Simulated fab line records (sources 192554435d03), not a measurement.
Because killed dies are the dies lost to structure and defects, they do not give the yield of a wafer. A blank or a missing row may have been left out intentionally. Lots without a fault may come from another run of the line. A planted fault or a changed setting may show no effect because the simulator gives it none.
Split-lot experiment	flow n5-finfet	route with 1938 steps; 7 lots, 21 wafers read

== THE SPLIT ==
At N5_PASSIVATION_PECVD_55 (deposits SiO2 from SiH4/N2O, target thk 400 nm, time 22.5 s), the setting time-s was moved away from the recipe's 22.5 s on 8 of the 21 wafers read, by -9.6% to +10.1%. The other wafers ran this setting at the recipe's value.

The reading is taken at the split's own step.

== THE READING ==
SiO2_of_PASSIVATION_PECVD_55.thk-nm (the simulator's own value, which no gauge read), in nm, at N5_PASSIVATION_PECVD_55 (deposits SiO2 from SiH4/N2O, target thk 400 nm, time 22.5 s). The file gives no usual value for it. Across the 13 wafers here that went through the recipe, the average is 399.7 nm and the standard deviation 3.1 nm.

wafer	tool, chamber at the split	time-s as run, s	against the recipe	SiO2_of_PASSIVATION_PECVD_55.thk-nm, nm	against lot-mates on the recipe
L074.1	pecvd-03, 0	20.9	-7.1%	363.8	-34.0
L074.2	pecvd-03, 1	22.5	recipe	397.8	-
L074.3	pecvd-03, 2	20.9	-7.1%	380.2	-17.6
L081.1	pecvd-02, 2	22.5	recipe	400.8	-
L081.3	pecvd-02, 1	24.02	+6.8%	421.6	+19.6
L081.4	pecvd-02, 2	22.5	recipe	403.2	-
L086.3	pecvd-01, 1	22.5	recipe	395.8	-
L086.4	pecvd-01, 1	22.5	recipe	403.8	-
L086.5	pecvd-01, 2	22.5	recipe	403.2	-
L090.1	pecvd-02, 2	22.5	recipe	396.8	-
L090.3	pecvd-02, 0	22.5	recipe	400.8	-
L090.4	pecvd-02, 0	22.5	recipe	402.6	-
L092.3	pecvd-01, 0	20.33	-9.6%	351.8	-42.2
L092.5	pecvd-01, 0	22.5	recipe	394	-
L092.6	pecvd-01, 1	20.33	-9.6%	359	-35.0
L095.3	pecvd-01, 0	24.77	+10.1%	437.4	+38.6
L095.4	pecvd-01, 2	22.5	recipe	400.8	-
L095.6	pecvd-01, 2	22.5	recipe	396.8	-
L096.1	pecvd-02, 2	21.27	-5.5%	380.6	-19.4
L096.3	pecvd-02, 1	22.5	recipe	400	-
L096.4	pecvd-02, 1	21.27	-5.5%	385	-15.0

FIT RESULTS
A straight line over all 21 wafers: SiO2_of_PASSIVATION_PECVD_55.thk-nm changes by +3.94 nm for each +1% of time-s; r = +0.97; the points scatter about the line by 4.8 nm.
The same after taking each lot's own level away (the mean of its wafers on the recipe; 21 wafers): +3.67 nm for each +1%; r = +0.98; scatter 4 nm.
According to that fit, moving time-s by its largest amount changes the reading by 37 nm.
Measured against the standard deviation above, the lots' own levels, which go from 394.00 to 402.00 nm, span 2.6 times it.
So the lot-to-lot level changes the slope little: the two slopes agree.
Check: with one of the wafers moved furthest among these (+10.1%) left out of the fit, the line predicts +36.1 nm for it against its lot-mates. It came out at +38.6 nm against them.

== FURTHER SPLITS ON THESE WAFERS ==
Before the reading, these wafers also passed through other splits. Each is held against what the fit with the lots' levels taken away leaves over:
other split on the same wafers	wafers away from the commonest value	r with SiO2_of_PASSIVATION_PECVD_55.thk-nm (lot level and that fit taken away)
N5_BEOL_M14_PEB_08 peb-temp-c	9	-0.01
N5_BEOL_M14_ETCH_68 time-s	5	+0.03
N5_BEOL_M14_TRENCH_ETCH_34 bias-w	2	+0.11
N5_MIM_BOT_ETCH_ETCH_04 source-w	8	+0.16

== THE WHOLE CHAIN: every reading that the file lists as answering this split, in the file's order ==
step	what it does	reading	change (the file's fit)	r (the file's)
N5_PASSIVATION_PECVD_55	deposits SiO2 from SiH4/N2O, target thk 400 nm, time 22.5 s	SiO2_of_PASSIVATION_PECVD_55.thk-nm (the simulator's own value, which no gauge read)	+3.65 nm for each +1% of the setting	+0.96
N5_PASSIVATION_VIA_ETCH_13	etches SiO2 in CHF3/O2, target depth 660 nm, time 330 s	etch-rf-on-time-s	withheld for each +1% of the setting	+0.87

== THE FILE'S OWN FIT ==
SiO2_of_PASSIVATION_PECVD_55.thk-nm changes by +3.65 nm for each +1% of time-s, r = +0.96.
